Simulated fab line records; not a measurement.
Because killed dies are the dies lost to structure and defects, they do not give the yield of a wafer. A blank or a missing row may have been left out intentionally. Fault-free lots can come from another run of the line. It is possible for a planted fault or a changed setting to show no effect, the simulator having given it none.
Lot-split experiment || flow n5 finfet || on a route of 1938 steps: 7 lots, 21 wafers read

## ABOUT THE SPLIT
At N5_BEOL_M11_PEB_26 (peb time 60 s), the setting peb time s was moved away from the recipe's 60 s on 5 of the 21 wafers read, by -13.1% to +21.1%. The other wafers ran this setting at the recipe's value.

## FROM THE SPLIT ON TO THE READING: in between, the file shows 1 step
- N5_BEOL_M11_DEVELOP_27: develop time 30 s

## THE READING
Shown in nm: cd nm at N5_BEOL_M11_CD_MEAS_28, with target cd 70 nm. Typical for fault-free wafers on this fab line: 69.4 nm, with standard deviation 1.1 nm.

{"wafer": "L078.1", "tool, chamber at the split": "litho track-05, 0", "peb time s as run, s": 60, "against the recipe": "recipe", "cd nm, nm": 68.8, "against lot-mates on the recipe": "-"}
{"wafer": "L078.2", "tool, chamber at the split": "litho track-05, 0", "peb time s as run, s": 60, "against the recipe": "recipe", "cd nm, nm": 69.8, "against lot-mates on the recipe": "-"}
{"wafer": "L078.4", "tool, chamber at the split": "litho track-05, 0", "peb time s as run, s": 60, "against the recipe": "recipe", "cd nm, nm": 67.0, "against lot-mates on the recipe": "-"}
{"wafer": "L079.4", "tool, chamber at the split": "litho track-01, 0", "peb time s as run, s": 52.12, "against the recipe": "-13.1%", "cd nm, nm": 62.8, "against lot-mates on the recipe": -6.5}
{"wafer": "L079.5", "tool, chamber at the split": "litho track-01, 0", "peb time s as run, s": 60, "against the recipe": "recipe", "cd nm, nm": 69.2, "against lot-mates on the recipe": "-"}
{"wafer": "L079.6", "tool, chamber at the split": "litho track-01, 0", "peb time s as run, s": 60, "against the recipe": "recipe", "cd nm, nm": 69.3, "against lot-mates on the recipe": "-"}
{"wafer": "L080.2", "tool, chamber at the split": "litho track-02, 0", "peb time s as run, s": 70.36, "against the recipe": "+17.3%", "cd nm, nm": 78.9, "against lot-mates on the recipe": "+8.6"}
{"wafer": "L080.3", "tool, chamber at the split": "litho track-02, 0", "peb time s as run, s": 60, "against the recipe": "recipe", "cd nm, nm": 70.9, "against lot-mates on the recipe": "-"}
{"wafer": "L080.5", "tool, chamber at the split": "litho track-02, 0", "peb time s as run, s": 60, "against the recipe": "recipe", "cd nm, nm": 69.8, "against lot-mates on the recipe": "-"}
{"wafer": "L081.1", "tool, chamber at the split": "litho track-01, 0", "peb time s as run, s": 72.65, "against the recipe": "+21.1%", "cd nm, nm": 77.7, "against lot-mates on the recipe": "+10.2"}
{"wafer": "L081.2", "tool, chamber at the split": "litho track-01, 0", "peb time s as run, s": 60, "against the recipe": "recipe", "cd nm, nm": 67.5, "against lot-mates on the recipe": "-"}
{"wafer": "L081.3", "tool, chamber at the split": "litho track-01, 0", "peb time s as run, s": 72.65, "against the recipe": "+21.1%", "cd nm, nm": 76.9, "against lot-mates on the recipe": "+9.4"}
{"wafer": "L083.2", "tool, chamber at the split": "litho track-01, 0", "peb time s as run, s": 60, "against the recipe": "recipe", "cd nm, nm": 68.2, "against lot-mates on the recipe": "-"}
{"wafer": "L083.3", "tool, chamber at the split": "litho track-01, 0", "peb time s as run, s": 60, "against the recipe": "recipe", "cd nm, nm": 67.1, "against lot-mates on the recipe": "-"}
{"wafer": "L083.4", "tool, chamber at the split": "litho track-01, 0", "peb time s as run, s": 60, "against the recipe": "recipe", "cd nm, nm": 67.6, "against lot-mates on the recipe": "-"}
{"wafer": "L084.1", "tool, chamber at the split": "litho track-01, 0", "peb time s as run, s": 60, "against the recipe": "recipe", "cd nm, nm": 68.8, "against lot-mates on the recipe": "-"}
{"wafer": "L084.2", "tool, chamber at the split": "litho track-01, 0", "peb time s as run, s": 60, "against the recipe": "recipe", "cd nm, nm": 68.4, "against lot-mates on the recipe": "-"}
{"wafer": "L084.4", "tool, chamber at the split": "litho track-01, 0", "peb time s as run, s": 60, "against the recipe": "recipe", "cd nm, nm": 67.1, "against lot-mates on the recipe": "-"}
{"wafer": "L095.2", "tool, chamber at the split": "litho track-01, 0", "peb time s as run, s": 60, "against the recipe": "recipe", "cd nm, nm": 68.9, "against lot-mates on the recipe": "-"}
{"wafer": "L095.3", "tool, chamber at the split": "litho track-01, 0", "peb time s as run, s": 60, "against the recipe": "recipe", "cd nm, nm": 68.9, "against lot-mates on the recipe": "-"}
{"wafer": "L095.5", "tool, chamber at the split": "litho track-01, 0", "peb time s as run, s": 54.16, "against the recipe": "-9.7%", "cd nm, nm": 66.3, "against lot-mates on the recipe": -2.6}

FIT RESULTS
A straight line over all 21 wafers: cd nm changes by +0.438 nm for each +1% of peb time s; r = +0.95; the points scatter about the line by 1.3 nm.
The same after taking each lot's own level away (the mean of its wafers on the recipe; 21 wafers): +0.458 nm for each +1%; r = +0.98; scatter 0.76 nm.
That fit puts the effect of the largest move of peb time s on the reading at 9.7 nm.
Across the lots, their own levels run from 67.50 to 70.35 nm, a range of 2.6 times the standard deviation given above.
Consequently the slope shifts little with the lot-to-lot level, the two slopes agreeing.
Check: with one of the wafers moved furthest among these (+21.1%) left out of the fit, the line predicts +9.58 nm for it against its lot-mates. It came out at +10.2 nm against them.

## OTHER SPLITS APPLIED TO THESE WAFERS
Before the reading, these wafers also passed through other splits. Each is held against what the fit with the lots' levels taken away leaves over:
{"other split on the same wafers": "N5_BEOL_M9_TRENCH_ETCH_37 time s", "wafers away from the commonest value": 2, "r with cd nm (lot level and that fit taken away)": -0.06}

## FILE'S OWN FIT
cd nm changes by +0.46 nm for each +1% of peb time s, r = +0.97.
